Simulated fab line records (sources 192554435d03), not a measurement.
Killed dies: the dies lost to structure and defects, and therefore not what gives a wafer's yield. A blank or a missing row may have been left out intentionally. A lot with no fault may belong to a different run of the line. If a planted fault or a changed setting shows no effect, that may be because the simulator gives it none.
Lot-split experiment | flow n5Finfet | 21 wafers read from 7 lots, route of 1938 steps

## THE SPLIT ITSELF
At N5_BEOL_M11_COAT_59 (time 60 s, resist thk 100 nm), the setting spinRpm was moved away from the recipe's 1500 rpm on 7 of the 21 wafers read, by -9.7% to +9.9%. For the rest of the wafers, this setting stayed at what the recipe calls for.

## FROM THE SPLIT TO THE READING: what the file shows between them, 4 steps
- N5_BEOL_M11_COAT_60: time 60 s, resist thk 30 nm
- N5_BEOL_M11_COAT_05: resist thk 90 nm
- N5_BEOL_M11_DESCUM_16: chemistry O2, time 7.9 s
- N5_BEOL_M11_ETCH_61: etches SiARC in CF4, target depth 39 nm, time 65 s

## THE READING
etch.depthNm (the simulator's own value, which no gauge read), in nm, at N5_BEOL_M11_ETCH_62 (etches SOC in N2/H2, target depth 110 nm, overetch 22 nm, time 165 s). The file gives no usual value for it. Here, 14 wafers ran the recipe; their average is 100.10 nm with a standard deviation of 0.25 nm.

wafer  | tool, chamber at the split | spinRpm as run, rpm | against the recipe | etch.depthNm, nm | against lot-mates on the recipe
L075.3 | lithoTrack-02, 0           | 1355                | -9.7%              | 105.2            | +5.00
L075.4 | lithoTrack-02, 0           | 1500                | recipe             | 100.2            | -
L075.5 | lithoTrack-02, 0           | 1355                | -9.7%              | 105.4            | +5.20
L077.2 | lithoTrack-02, 0           | 1500                | recipe             | 99.55            | -
L077.3 | lithoTrack-02, 0           | 1500                | recipe             | 99.74            | -
L077.4 | lithoTrack-02, 0           | 1500                | recipe             | 99.81            | -
L081.2 | lithoTrack-04, 0           | 1500                | recipe             | 100.3            | -
L081.5 | lithoTrack-04, 0           | 1500                | recipe             | 100.3            | -
L081.6 | lithoTrack-04, 0           | 1648                | +9.9%              | 95.75            | -4.55
L080.1 | lithoTrack-02, 0           | 1500                | recipe             | 99.97            | -
L080.3 | lithoTrack-02, 0           | 1500                | recipe             | 100.2            | -
L080.5 | lithoTrack-02, 0           | 1500                | recipe             | 99.99            | -
L085.2 | lithoTrack-04, 0           | 1414                | -5.7%              | 103.3            | no lot-mate on the recipe
L085.4 | lithoTrack-04, 0           | 1414                | -5.7%              | 103.1            | no lot-mate on the recipe
L085.6 | lithoTrack-04, 0           | 1414                | -5.7%              | 103              | no lot-mate on the recipe
L088.1 | lithoTrack-05, 0           | 1500                | recipe             | 100.2            | -
L088.5 | lithoTrack-05, 0           | 1500                | recipe             | 100.2            | -
L088.6 | lithoTrack-05, 0           | 1500                | recipe             | 100.2            | -
L095.1 | lithoTrack-05, 0           | 1500                | recipe             | 100.3            | -
L095.3 | lithoTrack-05, 0           | 1500                | recipe             | 100.5            | -
L095.6 | lithoTrack-05, 0           | 1601                | +6.7%              | 97.11            | -3.29

THE FIT
A straight line over all 21 wafers: etch.depthNm changes by -0.499 nm for each +1% of spinRpm; r = -0.99; the points scatter about the line by 0.28 nm.
The same after taking each lot's own level away (the mean of its wafers on the recipe; 18 wafers): -0.502 nm for each +1%; r = -1.00; scatter 0.15 nm.
The reading moves by 5 nm for the largest change in spinRpm, on that fit.
Across the lots, their own levels run from 99.700 to 100.400 nm, a range of 2.8 times the standard deviation given above.
Hence the lot-to-lot level has little effect on the slope; both slopes agree.
Check: -5.1 nm against its lot-mates is what the line predicts for one of the wafers moved furthest among these (+9.9%) when that wafer is left out of the fit. Against them it came out at -4.55 nm.

## THE OTHER SPLITS THESE WAFERS WENT THROUGH
These wafers also went through other splits before the reading. Each is held against what the fit with the lots' levels taken away leaves over:
other split on the same wafers | wafers away from the commonest value | r with etch.depthNm (lot level and that fit taken away)
N5_BEOL_M8_ETCH_65 sourceW     | 6                                    | +0.22
N5_BEOL_M9_PECVD_70 timeS      | 6                                    | -0.45
N5_BEOL_M9_COAT_59 spinRpm     | 8                                    | +0.37
N5_BEOL_M10_ILD_DEP_00 timeS   | 9                                    | +0.15
N5_BEOL_M11_ILD_DEP_00 timeS   | 7                                    | +0.05

## THE WHOLE CHAIN: every reading that the file lists as answering this split, in the file's order
step                | what it does                                                         | reading                                                                        | change (the file's fit)               | r (the file's)
N5_BEOL_M11_COAT_59 | time 60 s, resist thk 100 nm                                         | SOC_of_BEOL_M11_COAT_59.thkNm (the simulator's own value, which no gauge read) | -0.491 nm for each +1% of the setting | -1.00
N5_BEOL_M11_ETCH_62 | etches SOC in N2/H2, target depth 110 nm, overetch 22 nm, time 165 s | etch.depthNm (the simulator's own value, which no gauge read)                  | -0.494 nm for each +1% of the setting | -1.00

## FILE'S OWN FIT
etch.depthNm changes by -0.494 nm for each +1% of spinRpm, r = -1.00.
